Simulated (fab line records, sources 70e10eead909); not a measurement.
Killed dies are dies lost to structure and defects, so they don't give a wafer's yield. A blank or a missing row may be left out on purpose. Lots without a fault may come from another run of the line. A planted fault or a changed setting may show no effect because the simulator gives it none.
Which tool did it? | flow nand_harc | 14 lots, 40 wafers sampled, at 5 steps of a route of 1302

WHAT THE GAUGES READ, wafer by wafer
NHARC_A_ONON_D2_THK_MEAS_05: measures by ellipsometry.
lot  | measured     | on            | thk_nm (nm)
L527 | day 12 22:55 | film_metro-01 | 991 993 992
L529 | day 13 15:36 | film_metro-01 | 986 986 985
L530 | day 13 15:38 | film_metro-01 | 993 991 994
L532 | day 14 10:29 | film_metro-02 | 1009 1010 1010
L531 | day 14 21:32 | film_metro-02 | 1014 1014 1013
L534 | day 15 14:32 | film_metro-02 | 1014 1012 1012
L535 | day 15 14:32 | film_metro-01 | 987 987 986
L537 | day 16 13:31 | film_metro-02 | 996 996 997
L538 | day 17 07:16 | film_metro-02 | 989 992 992
L541 | day 18 14:28 | film_metro-01 | 988 989 991
L543 | day 19 00:54 | film_metro-02 | 1541 989
L545 | day 20 01:10 | film_metro-01 | 1553 1000
L550 | day 22 03:23 | film_metro-01 | 996 997 997
L549 | day 22 03:23 | film_metro-02 | 1021 1019 1019

WHICH TOOL RAN EACH LOT (tool, then ch and the chambers of the sampled wafers, then the start)
lot  | NHARC_A_CHANNEL_FILL_D1_STRIP_28   | NHARC_A_CHANNEL_FILL_D1_ALD_25   | NHARC_A_CHANNEL_FILL_D1_STRIP_29              | NHARC_A_ONON_D2_DEP_03
L527 | rie_diel-05 ch 0,1,3, day 9 23:52  | ald_hk-02 ch 1,2,3, day 10 11:11 | rie_diel-07 ch 1,2,3, day 12 22:24 or earlier | pecvd_onon-03 ch 0, day 12 22:24
L529 | rie_diel-07 ch 1,3, day 11 01:22   | ald_hk-01 ch 2,3, day 11 14:31   | rie_diel-09 ch 0,2, day 13 15:09 or earlier   | pecvd_onon-01 ch 0, day 13 15:09
L530 | rie_diel-09 ch 0,3, day 11 05:36   | ald_hk-02 ch 0,1, day 11 18:01   | rie_diel-07 ch 0,1,2, day 13 15:11 or earlier | pecvd_onon-03 ch 0, day 13 15:11
L532 | rie_diel-09 ch 0,1,2, day 11 20:00 | ald_hk-03 ch 1,2, day 12 13:29   | rie_diel-07 ch 0,1,3, day 14 09:59 or earlier | pecvd_onon-02 ch 0, day 14 09:59
L531 | rie_diel-09 ch 0,1, day 12 08:10   | ald_hk-02 ch 0,1,3, day 12 21:41 | rie_diel-05 ch 1,2, day 14 21:02 or earlier   | pecvd_onon-03 ch 0, day 14 21:02
L534 | rie_diel-05 ch 1,2,3, day 13 04:46 | ald_hk-02 ch 0,2,3, day 13 17:07 | rie_diel-09 ch 1,3, day 15 14:02 or earlier   | pecvd_onon-03 ch 0, day 15 14:02
L535 | rie_diel-09 ch 1,2, day 13 04:48   | ald_hk-03 ch 0,1, day 13 16:30   | rie_diel-07 ch 0,1,3, day 15 14:02 or earlier | pecvd_onon-02 ch 0, day 15 14:02
L537 | rie_diel-09 ch 1,2,3, day 14 01:02 | ald_hk-03 ch 0,1,3, day 14 14:38 | rie_diel-07 ch 0,1,3, day 16 13:01 or earlier | pecvd_onon-01 ch 0, day 16 13:01
L538 | rie_diel-07 ch 0,1, day 14 13:27   | ald_hk-03 ch 0,1,2, day 15 01:55 | rie_diel-09 ch 0,1,3, day 17 06:44 or earlier | pecvd_onon-03 ch 0, day 17 06:44
L541 | rie_diel-05 ch 1,2,3, day 16 05:09 | ald_hk-02 ch 0,3, day 16 17:11   | rie_diel-07 ch 0,1,2, day 18 14:04 or earlier | pecvd_onon-02 ch 0, day 18 14:04
L543 | rie_diel-07 ch 1,3, day 16 05:10   | ald_hk-03 ch 0,1, day 16 19:43   | rie_diel-07 ch 0,1, day 19 00:23 or earlier   | pecvd_onon-03 ch 0, day 19 00:23
L545 | rie_diel-09 ch 0,2, day 17 13:43   | ald_hk-03 ch 0,2, day 18 02:00   | rie_diel-09 ch 2,3, day 20 00:46 or earlier   | pecvd_onon-03 ch 0, day 20 00:46
L550 | rie_diel-07 ch 0,3, day 19 09:16   | ald_hk-01 ch 1,2,3, day 19 21:01 | rie_diel-09 ch 0,1,3, day 22 02:56 or earlier | pecvd_onon-02 ch 0, day 22 02:56
L549 | rie_diel-09 ch 1,2,3, day 19 09:17 | ald_hk-02 ch 0,2,3, day 19 21:01 | rie_diel-05 ch 1,2,3, day 22 02:53 or earlier | pecvd_onon-01 ch 0, day 22 02:53
- NHARC_A_CHANNEL_FILL_D1_STRIP_28: strips in O2, time 20 s.
- NHARC_A_CHANNEL_FILL_D1_ALD_25: deposits SiOx, target thk 60 nm, pulse time 10 s, ald cycles 600.
- NHARC_A_CHANNEL_FILL_D1_STRIP_29: strips in O2, time 20 s.
- NHARC_A_ONON_D2_DEP_03: target thk 1000 nm.

WHAT THE TOOLS THEMSELVES READ (means of the sampled wafers that have a number; where no wafer has one, the mark that the record gives instead)
NHARC_A_CHANNEL_FILL_D1_STRIP_28.
lot  | tool        | drypump_motor_current_A (A) | o2_flow_sccm (sccm) | oes_product_au (a.u.) | rf_vpp_V (V) | showerhead_plenum_p_Torr (Torr) | throttle_valve_pct (%)
L527 | rie_diel-05 | 5.5                         | 500.3               | 1.010                 | 57.0         | 3.55                            | 17.050
L529 | rie_diel-07 | 5.6                         | 500.7               | 1.002                 | 56.6         | 3.42                            | 17.035
L530 | rie_diel-09 | 6.1                         | 500.9               | 1.013                 | 57.3         | 3.45                            | 17.028
L532 | rie_diel-09 | 6.3                         | 501.3               | 0.999                 | 56.7         | 3.38                            | 17.033
L531 | rie_diel-09 | 6.4                         | 501.1               | 0.994                 | 57.5         | 3.38                            | 17.034
L534 | rie_diel-05 | 6.0                         | 498.1               | 1.003                 | 58.7         | 3.55                            | 17.036
L535 | rie_diel-09 | 5.8                         | 500.0               | 0.994                 | 56.8         | 3.35                            | 17.033
L537 | rie_diel-09 | 6.0                         | 500.9               | 1.001                 | 58.3         | 3.40                            | 17.035
L538 | rie_diel-07 | 5.6                         | 500.1               | 0.998                 | 57.3         | 3.43                            | 17.035
L541 | rie_diel-05 | 5.9                         | 501.7               | 1.005                 | 57.7         | 3.55                            | 17.043
L543 | rie_diel-07 | 5.7                         | 499.0               | 1.006                 | 57.6         | 3.44                            | 17.035
L545 | rie_diel-09 | 6.8                         | 502.4               | 1.003                 | 57.8         | 3.40                            | 17.027
L550 | rie_diel-07 | 5.8                         | 496.9               | 0.996                 | 57.6         | 3.52                            | 17.031
L549 | rie_diel-09 | 6.0                         | 499.9               | 1.012                 | 57.7         | 3.39                            | 17.041

NHARC_A_CHANNEL_FILL_D1_ALD_25.
lot  | tool      | heater_power_w (W) | precursor_pulse_height_rel
L527 | ald_hk-02 | 475                | 1.004
L529 | ald_hk-01 | 479                | 0.965
L530 | ald_hk-02 | 425                | 1.016
L532 | ald_hk-03 | 509                | 1.028
L531 | ald_hk-02 | 494                | 1.019
L534 | ald_hk-02 | 508                | 0.991
L535 | ald_hk-03 | 454                | 0.994
L537 | ald_hk-03 | 453                | 0.994
L538 | ald_hk-03 | 501                | 0.995
L541 | ald_hk-02 | 526                | 1.025
L543 | ald_hk-03 | 458                | 1.016
L545 | ald_hk-03 | 506                | 1.009
L550 | ald_hk-01 | 454                | 0.992
L549 | ald_hk-02 | 516                | 1.012

NHARC_A_CHANNEL_FILL_D1_STRIP_29.
lot  | tool        | drypump_motor_current_A (A) | o2_flow_sccm (sccm) | oes_product_au (a.u.) | rf_vpp_V (V) | showerhead_plenum_p_Torr (Torr) | throttle_valve_pct (%)
L527 | rie_diel-07 | 5.8                         | 499.4               | 0.995                 | 57.1         | 3.50                            | 17.033
L529 | rie_diel-09 | 6.8                         | 499.3               | 0.996                 | 57.9         | 3.40                            | 17.030
L530 | rie_diel-07 | 5.8                         | 498.3               | 0.995                 | 57.3         | 3.51                            | 17.031
L532 | rie_diel-07 | 5.7                         | 500.5               | 1.005                 | 58.2         | 3.47                            | 17.032
L531 | rie_diel-05 | 5.6                         | 498.8               | 1.000                 | 57.5         | 3.61                            | 17.029
L534 | rie_diel-09 | 5.5                         | 499.8               | 0.997                 | 57.5         | 3.37                            | 17.043
L535 | rie_diel-07 | 5.7                         | 501.8               | 0.997                 | 58.5         | 3.47                            | 17.036
L537 | rie_diel-07 | 5.7                         | 499.9               | 1.004                 | 57.4         | 3.47                            | 17.035
L538 | rie_diel-09 | 6.0                         | 500.3               | 1.008                 | 57.9         | 3.40                            | 17.032
L541 | rie_diel-07 | 5.8                         | 500.1               | 0.989                 | 56.8         | 3.51                            | 17.037
L543 | rie_diel-07 | 5.7                         | 502.8               | 0.993                 | 57.3         | 3.46                            | 17.035
L545 | rie_diel-09 | 6.2                         | 500.6               | 1.008                 | 57.6         | 3.44                            | 17.024
L550 | rie_diel-09 | 6.0                         | 501.0               | 0.999                 | 57.4         | 3.39                            | 17.029
L549 | rie_diel-05 | 5.9                         | 498.9               | 1.008                 | 58.3         | 3.54                            | 17.031

THE ANSWER, worked out from the rows above alone
Rule: what is usual is taken from the lots themselves. Put in order of their means at a reading, lots are off if they are a third of the lots or fewer, leave a main group of 4 or more, and stand apart from it by a gap of 3 or more times the standard deviation of the main group's means; of several such gaps the widest counts. A main group whose means are all the same, to the digits that the tables above print for the reading, isn't used. A lot without any number at a reading at which 4 lots or more have one is off too. The other lots that the step has rows for count as sound. The gauges are gone through in route order, then the tools' own readings, and for those a lot's mean is taken as printed above. The first step at which some lot is off is used, and at that step the reading that is off furthest; a lot without a number counts as furthest.
Off: L543, L545, at NHARC_A_ONON_D2_THK_MEAS_05 (thk_nm). The main group: mean 999 nm, standard deviation 11.
A tool fits if, at a process step before that reading, it ran every lot that is off, and no sound lot after the first of them. The gauges at NHARC_A_ONON_D2_THK_MEAS_05 are tried like those tools. NHARC_A_CHANNEL_FILL_D1_STRIP_29 gives no start for some lots, so the hours and the order of its lots are those of NHARC_A_ONON_D2_DEP_03. Can't be told from this: 2 tools fit, ald_hk-03 at NHARC_A_CHANNEL_FILL_D1_ALD_25, pecvd_onon-03 at NHARC_A_ONON_D2_DEP_03.

WHAT THE SIMULATOR HAD PUT IN
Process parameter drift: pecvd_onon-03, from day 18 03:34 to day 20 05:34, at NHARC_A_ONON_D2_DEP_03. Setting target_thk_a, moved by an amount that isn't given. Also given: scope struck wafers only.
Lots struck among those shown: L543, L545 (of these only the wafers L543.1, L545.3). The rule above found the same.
